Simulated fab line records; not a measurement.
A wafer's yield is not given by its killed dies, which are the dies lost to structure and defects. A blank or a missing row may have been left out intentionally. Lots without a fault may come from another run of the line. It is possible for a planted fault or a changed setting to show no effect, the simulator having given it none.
Lot-split experiment :: flow n5_finfet :: 39 wafers read from 7 lots, route of 1938 steps

== ON THE SPLIT ==
At N5_BEOL_M10_ILD_DEP_00 (deposits SiCOH lowk from DEMS/porogen, target thk 308.51 nm, time 58 s), the setting target_thk_a was moved away from the recipe's 3085.1 angstrom on 18 of the 39 wafers read, by -59.2% to +43.6%. The other wafers ran this setting at the recipe's value.

== FROM THE SPLIT TO THE READING: what the file shows between them, 1 step ==
- N5_BEOL_M10_CURE_71: cures SiCOH lowk, time 240 s

== THE READING ==
Values of M10_ILD_THK in nm from N5_BEOL_M10_THK_MEAS_01. A value of 267 nm with a standard deviation of 3.3 nm is what fault-free wafers of this fab line usually give.

wafer: L074.1
tool, chamber at the split: pecvd-04, 0
target_thk_a as run, angstrom: 2065
against the recipe: -33.1%
M10_ILD_THK, nm: 175
against lot-mates on the recipe: -92

wafer: L074.2
tool, chamber at the split: pecvd-04, 1
target_thk_a as run, angstrom: 3085.1
against the recipe: recipe
M10_ILD_THK, nm: 263
against lot-mates on the recipe: -

wafer: L074.3
tool, chamber at the split: pecvd-04, 2
target_thk_a as run, angstrom: 2065
against the recipe: -33.1%
M10_ILD_THK, nm: 174
against lot-mates on the recipe: -93

wafer: L074.4
tool, chamber at the split: pecvd-04, 0
target_thk_a as run, angstrom: 3085.1
against the recipe: recipe
M10_ILD_THK, nm: 269
against lot-mates on the recipe: -

wafer: L074.5
tool, chamber at the split: pecvd-04, 2
target_thk_a as run, angstrom: 3085.1
against the recipe: recipe
M10_ILD_THK, nm: 268
against lot-mates on the recipe: -

wafer: L074.6
tool, chamber at the split: pecvd-04, 1
target_thk_a as run, angstrom: 2065
against the recipe: -33.1%
M10_ILD_THK, nm: 178
against lot-mates on the recipe: -89

wafer: L075.1
tool, chamber at the split: pecvd-03, 0
target_thk_a as run, angstrom: 3085.1
against the recipe: recipe
M10_ILD_THK, nm: 265
against lot-mates on the recipe: -

wafer: L075.2
tool, chamber at the split: pecvd-03, 1
target_thk_a as run, angstrom: 3630
against the recipe: +17.7%
M10_ILD_THK, nm: 310
against lot-mates on the recipe: +43

wafer: L075.3
tool, chamber at the split: pecvd-03, 1
target_thk_a as run, angstrom: 3085.1
against the recipe: recipe
M10_ILD_THK, nm: 268
against lot-mates on the recipe: -

wafer: L075.4
tool, chamber at the split: pecvd-03, 0
target_thk_a as run, angstrom: 3085.1
against the recipe: recipe
M10_ILD_THK, nm: 268
against lot-mates on the recipe: -

wafer: L075.5
tool, chamber at the split: pecvd-03, 1
target_thk_a as run, angstrom: 3630
against the recipe: +17.7%
M10_ILD_THK, nm: 319
against lot-mates on the recipe: +52

wafer: L075.6
tool, chamber at the split: pecvd-03, 0
target_thk_a as run, angstrom: 3630
against the recipe: +17.7%
M10_ILD_THK, nm: 318
against lot-mates on the recipe: +51

wafer: L082.1
tool, chamber at the split: pecvd-01, 1
target_thk_a as run, angstrom: 4430
against the recipe: +43.6%
M10_ILD_THK, nm: 387
against lot-mates on the recipe: +120

wafer: L082.2
tool, chamber at the split: pecvd-01, 0
target_thk_a as run, angstrom: 3085.1
against the recipe: recipe
M10_ILD_THK, nm: 266
against lot-mates on the recipe: -

wafer: L082.3
tool, chamber at the split: pecvd-01, 2
target_thk_a as run, angstrom: 3085.1
against the recipe: recipe
M10_ILD_THK, nm: 267
against lot-mates on the recipe: -

wafer: L082.4
tool, chamber at the split: pecvd-01, 0
target_thk_a as run, angstrom: 3085.1
against the recipe: recipe
M10_ILD_THK, nm: 268
against lot-mates on the recipe: -

wafer: L082.5
tool, chamber at the split: pecvd-01, 2
target_thk_a as run, angstrom: 4430
against the recipe: +43.6%
M10_ILD_THK, nm: 393
against lot-mates on the recipe: +126

wafer: L082.6
tool, chamber at the split: pecvd-01, 1
target_thk_a as run, angstrom: 4430
against the recipe: +43.6%
M10_ILD_THK, nm: 394
against lot-mates on the recipe: +127

wafer: L089.3
tool, chamber at the split: pecvd-01, 2
target_thk_a as run, angstrom: 3085.1
against the recipe: recipe
M10_ILD_THK, nm: 266
against lot-mates on the recipe: -

wafer: L089.4
tool, chamber at the split: pecvd-01, 2
target_thk_a as run, angstrom: 3085.1
against the recipe: recipe
M10_ILD_THK, nm: 269
against lot-mates on the recipe: -

wafer: L089.6
tool, chamber at the split: pecvd-01, 0
target_thk_a as run, angstrom: 3085.1
against the recipe: recipe
M10_ILD_THK, nm: 269
against lot-mates on the recipe: -

wafer: L087.1
tool, chamber at the split: pecvd-01, 2
target_thk_a as run, angstrom: 2238
against the recipe: -27.5%
M10_ILD_THK, nm: 197
against lot-mates on the recipe: -72

wafer: L087.2
tool, chamber at the split: pecvd-01, 0
target_thk_a as run, angstrom: 3085.1
against the recipe: recipe
M10_ILD_THK, nm: 266
against lot-mates on the recipe: -

wafer: L087.3
tool, chamber at the split: pecvd-01, 1
target_thk_a as run, angstrom: 2238
against the recipe: -27.5%
M10_ILD_THK, nm: 192
against lot-mates on the recipe: -77

wafer: L087.4
tool, chamber at the split: pecvd-01, 0
target_thk_a as run, angstrom: 3085.1
against the recipe: recipe
M10_ILD_THK, nm: 272
against lot-mates on the recipe: -

wafer: L087.5
tool, chamber at the split: pecvd-01, 1
target_thk_a as run, angstrom: 3085.1
against the recipe: recipe
M10_ILD_THK, nm: 269
against lot-mates on the recipe: -

wafer: L087.6
tool, chamber at the split: pecvd-01, 2
target_thk_a as run, angstrom: 2238
against the recipe: -27.5%
M10_ILD_THK, nm: 195
against lot-mates on the recipe: -74

wafer: L088.1
tool, chamber at the split: pecvd-03, 2
target_thk_a as run, angstrom: 3085.1
against the recipe: recipe
M10_ILD_THK, nm: 267
against lot-mates on the recipe: -

wafer: L088.2
tool, chamber at the split: pecvd-03, 1
target_thk_a as run, angstrom: 3085.1
against the recipe: recipe
M10_ILD_THK, nm: 266
against lot-mates on the recipe: -

wafer: L088.3
tool, chamber at the split: pecvd-03, 0
target_thk_a as run, angstrom: 4376
against the recipe: +41.8%
M10_ILD_THK, nm: 382
against lot-mates on the recipe: +113

wafer: L088.4
tool, chamber at the split: pecvd-03, 2
target_thk_a as run, angstrom: 4376
against the recipe: +41.8%
M10_ILD_THK, nm: 387
against lot-mates on the recipe: +118

wafer: L088.5
tool, chamber at the split: pecvd-03, 0
target_thk_a as run, angstrom: 3085.1
against the recipe: recipe
M10_ILD_THK, nm: 273
against lot-mates on the recipe: -

wafer: L088.6
tool, chamber at the split: pecvd-03, 1
target_thk_a as run, angstrom: 4376
against the recipe: +41.8%
M10_ILD_THK, nm: 385
against lot-mates on the recipe: +116

wafer: L090.1
tool, chamber at the split: pecvd-04, 0
target_thk_a as run, angstrom: 1260
against the recipe: -59.2%
M10_ILD_THK, nm: 103
against lot-mates on the recipe: -165

wafer: L090.2
tool, chamber at the split: pecvd-04, 1
target_thk_a as run, angstrom: 3085.1
against the recipe: recipe
M10_ILD_THK, nm: 265
against lot-mates on the recipe: -

wafer: L090.3
tool, chamber at the split: pecvd-04, 2
target_thk_a as run, angstrom: 1260
against the recipe: -59.2%
M10_ILD_THK, nm: 104
against lot-mates on the recipe: -164

wafer: L090.4
tool, chamber at the split: pecvd-04, 2
target_thk_a as run, angstrom: 3085.1
against the recipe: recipe
M10_ILD_THK, nm: 269
against lot-mates on the recipe: -

wafer: L090.5
tool, chamber at the split: pecvd-04, 0
target_thk_a as run, angstrom: 1260
against the recipe: -59.2%
M10_ILD_THK, nm: 107
against lot-mates on the recipe: -161

wafer: L090.6
tool, chamber at the split: pecvd-04, 1
target_thk_a as run, angstrom: 3085.1
against the recipe: recipe
M10_ILD_THK, nm: 269
against lot-mates on the recipe: -

FIT RESULTS
A straight line over all 39 wafers: M10_ILD_THK changes by +2.77 nm for each +1% of target_thk_a; r = +1.00; the points scatter about the line by 2.7 nm.
The same after taking each lot's own level away (the mean of its wafers on the recipe; 39 wafers): +2.77 nm for each +1%; r = +1.00; scatter 2.6 nm.
The reading moves by 1.6e+02 nm for the largest change in target_thk_a, on that fit.
Across the lots, their own levels run from 266.7 to 269.0 nm, a range of 0.7 times the standard deviation given above.
So the lot-to-lot level changes the slope little: the two slopes agree.
Check: for one of the wafers moved furthest among these (-59.2%), held out of the fit, the line's prediction against its lot-mates is -163 nm. It came out at -165 nm against them.

== OTHER SPLITS APPLIED TO THESE WAFERS ==
Other splits were also applied to these wafers ahead of the reading. Each is held against what the fit with the lots' levels taken away leaves over:
other split on the same wafers: N5_BEOL_M5_TRENCH_ETCH_37 time_s
wafers away from the commonest value: 15
r with M10_ILD_THK (lot level and that fit taken away): +0.05

other split on the same wafers: N5_BEOL_M8_ETCH_66 target_depth_a
wafers away from the commonest value: 18
r with M10_ILD_THK (lot level and that fit taken away): +0.03

== THE WHOLE CHAIN: every reading that the file lists as answering this split, in the file's order ==
step: N5_BEOL_M10_ILD_DEP_00
what it does: deposits SiCOH lowk from DEMS/porogen, target thk 308.51 nm, time 58 s
reading: SiCOH_lowk_of_BEOL_M10_ILD_DEP_00.thk_nm (the simulator's own value, which no gauge read)
change (the file's fit): +3.14 nm for each +1% of the setting
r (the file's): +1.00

step: N5_BEOL_M10_CURE_71
what it does: cures SiCOH lowk, time 240 s
reading: SiCOH_lowk_of_BEOL_M10_ILD_DEP_00.thk_nm (the simulator's own value, which no gauge read)
change (the file's fit): +2.77 nm for each +1% of the setting
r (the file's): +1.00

step: N5_BEOL_M10_THK_MEAS_01
what it does: 
reading: M10_ILD_THK
change (the file's fit): +2.77 for each +1% of the setting
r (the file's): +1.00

== FILE'S OWN FIT ==
M10_ILD_THK changes by +2.77 nm for each +1% of target_thk_a, r = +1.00.
